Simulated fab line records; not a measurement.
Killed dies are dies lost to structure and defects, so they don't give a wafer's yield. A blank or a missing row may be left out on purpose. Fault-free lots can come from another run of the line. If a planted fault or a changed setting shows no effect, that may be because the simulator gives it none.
Struck lot and sound lot, side by side    flow n5-finfet    41 steps out of a route of 1938
Sound: the wafers L695.1, L695.2, L695.3. Struck: wafer L708.3 (left out: L708.2, a lot-mate that was not struck); the cause follows at the end.
Order at every step that has rows: each side's tool, ch and its chambers, its first start. Under that, the readings that differ: sound wafers    struck wafers    difference of the means    sigmas: that difference in standard deviations of wafers without a fault.
alike: words and numbers the same on both sides, and readings whose means are apart by under 2 such deviations; not compared: readings that were withheld, readings missing a value for some wafer, numbers with overlapping values and no deviation given by the record, and bounds like >300 which may hide the same value.
The two part at a step that has a row with sigmas, a row that says differs or no value, or rows on one side only. When numbers do not overlap yet have no deviation, they are printed without sigmas and do not part them. Lack of a reading on every wafer of one side parts them only where that side has two or more wafers.

first, 11 steps without rows for these wafers: N5_GATE_CUT_ETCHBACK_00 (etches W in SF6/Cl2); N5_GATE_CUT_ETCH_56 (etches TiN in Cl2/Ar, target depth 21.6 nm); N5_GATE_CUT_ETCHBACK_30 (etches TiN in Cl2/Ar, target depth 3 nm); N5_GATE_CUT_VAPOR_ETCH_60 (etches HfO2 in BCl3/Cl2); N5_GATE_CUT_ETCH_58 (etches SiNx in CH3F/O2, target depth 17 nm, time 128.6 s); N5_GATE_CUT_STRIP_59 (strips in N2/H2, time 20 s); N5_GATE_CUT_PRECLEAN_31 (cleans in DIW, time 300 s); N5_GATE_CUT_SRD_32 (time 30 s); N5_GATE_CUT_SAC_CAP_01 (material SiNx, target thk 24 nm, pulse time 1 s, ald cycles 480); N5_GATE_CUT_PECVD_57 (deposits SiNx from SiH4/NH3/N2, target thk 21 nm); N5_GATE_CUT_CMP_02 (polishes, stops on SiO2, t overpolish 12.7 s, target thk 0 nm).
N5_GATE_CUT_HM_DEP_46: deposits SiO2 from TEOS/O2, target thk 130 nm, time 26.6 s.
  sound on pecvd-02 ch 0,1,2, day 5 04:12; struck on pecvd-02 ch 1, day 8 08:55
reading                                       sound            struck  difference  sigmas
model.SiO2_of_GATE_CUT_HM_DEP_46.thk-nm (nm)  128.2 129.6 130  146     +17         
  alike: heater-power-w, showerhead-plenum-p-Torr, throttle-valve-pct
then, 15 steps without rows for these wafers: N5_GATE_CUT_COAT_34 (time 60 s, resist thk 60 nm); N5_GATE_CUT_COAT_35 (time 60 s, resist thk 10 nm); N5_GATE_CUT_COAT_27 (time 60 s, resist thk 10 nm); N5_GATE_CUT_COAT_07 (resist thk 30 nm); N5_GATE_CUT_EBR_09; N5_GATE_CUT_SOFTBAKE_08 (time 60 s); N5_GATE_CUT_EXPOSE_10 (exposes mask GATE CUT, target cd 20 nm); N5_GATE_CUT_PEB_11 (peb time 60 s); N5_GATE_CUT_DEVELOP_12 (develop time 30 s); N5_GATE_CUT_DESCUM_18 (chemistry O2, time 7 s); N5_GATE_CUT_ETCH_28 (etches underlayer in N2/H2, target depth 13 nm, time 10.4 s); N5_GATE_CUT_ETCH_36 (etches SiARC in CF4, target depth 13 nm, time 21.7 s); N5_GATE_CUT_ETCH_37 (etches SOC in N2/H2, target depth 60 nm, overetch 12 nm, time 90 s); N5_GATE_CUT_STRIP_38 (strips in N2/H2); N5_GATE_CUT_STRIP_39 (strips in N2/H2).
N5_GATE_CUT_HM_OPEN_40: chemistry C4F6/O2, target SiO2, target depth 139 nm, time 85.1 s.
  sound on rie-diel-05 ch 0,1,2, day 5 04:55; struck on rie-diel-03 ch 1, day 8 09:34
reading                                    sound            struck  difference  sigmas
etch-rf-on-time-s (s)                      92.1 93.6 94.0   107.6   +14.4       +8
model.etch.depth-nm (nm)                   128.2 129.5 130  145.9   +16.7       
model.SOC_of_GATE_CUT_COAT_34.thk-nm (nm)  33 33 33         29.6    -3.4        
  alike: drypump-motor-current-A, oes_o_777_au, oes-product-au, rf-vpp-V, showerhead-plenum-p-Torr, throttle-valve-pct
  not compared: rf-hours-counter-h
then, 10 steps without rows for these wafers: N5_GATE_CUT_STRIP_41 (strips in CF4); N5_GATE_CUT_STRIP_42 (strips in O2); N5_GATE_CUT_ETCH_19 (etches SiNx in CH3F/O2, target depth 53.7 nm, time 76.7 s); N5_GATE_CUT_CUT_ETCH_53 (etches W in SF6/Cl2, target depth 79.2 nm); N5_GATE_CUT_CUT_ETCH_54 (etches TiN in Cl2/BCl3, target depth 96.7 nm); N5_GATE_CUT_CUT_ETCH_55 (etches HfO2 in BCl3, target depth 3.2 nm); N5_GATE_CUT_ETCH_47 (etches SiO2 in Cl2/BCl3, target depth 10 nm); N5_GATE_CUT_VAPOR_ETCH_48 (etches TiN in BCl3/Cl2); N5_GATE_CUT_VAPOR_ETCH_49 (etches TiAlC in BCl3/Cl2); N5_GATE_CUT_VAPOR_ETCH_51 (etches HfO2 in BCl3/Cl2).
N5_GATE_CUT_THK_MEAS_24:
  struck on film-metro-02, day 8 12:01; sound on film-metro-02, day 5 07:22
reading           sound              struck  difference  sigmas
GC_FILL_THK (nm)  217.4 218.4 219.5  236.1   +17.7       +10
N5_GATE_CUT_CMP_43: polishes SiO2.
  sound on cmp-01 ch 0,1,2, day 5 07:24; struck on cmp-03 ch 1, day 8 12:02
reading                                       sound  struck  difference  sigmas
model.SiO2_of_GATE_CUT_HM_DEP_46.thk-nm (nm)  5 5 5  5.8     +0.8        
  alike: edge-zone-pressure-frac, motor-current-A, slurry-filter-dp-kPa
-- a jump in the record: the struck wafers' starts before and after are 4 days apart (it breaks off in module GATE_CUT and resumes in module BEOL_M4, where the first step shown is number 1111 of the route) --
N5_BEOL_M4_RC_MEAS_101:
  sound on prober-02 ch 0, day 8 11:58; struck on prober-02 ch 0, day 12 01:05
  alike: DIBL_N, DIBL_P, IOFF_N, IOFF_P, ION_N, ION_P, SS_N, SS_P, VT_N, VT_P

== WHERE THEY PART ==
Last at N5_GATE_CUT_THK_MEAS_24 as far as this record goes, first at N5_GATE_CUT_HM_OPEN_40. Later steps at which nothing parts them and some readings are alike: N5_GATE_CUT_CMP_43, N5_BEOL_M4_RC_MEAS_101.

WHY: the cause the simulator had injected
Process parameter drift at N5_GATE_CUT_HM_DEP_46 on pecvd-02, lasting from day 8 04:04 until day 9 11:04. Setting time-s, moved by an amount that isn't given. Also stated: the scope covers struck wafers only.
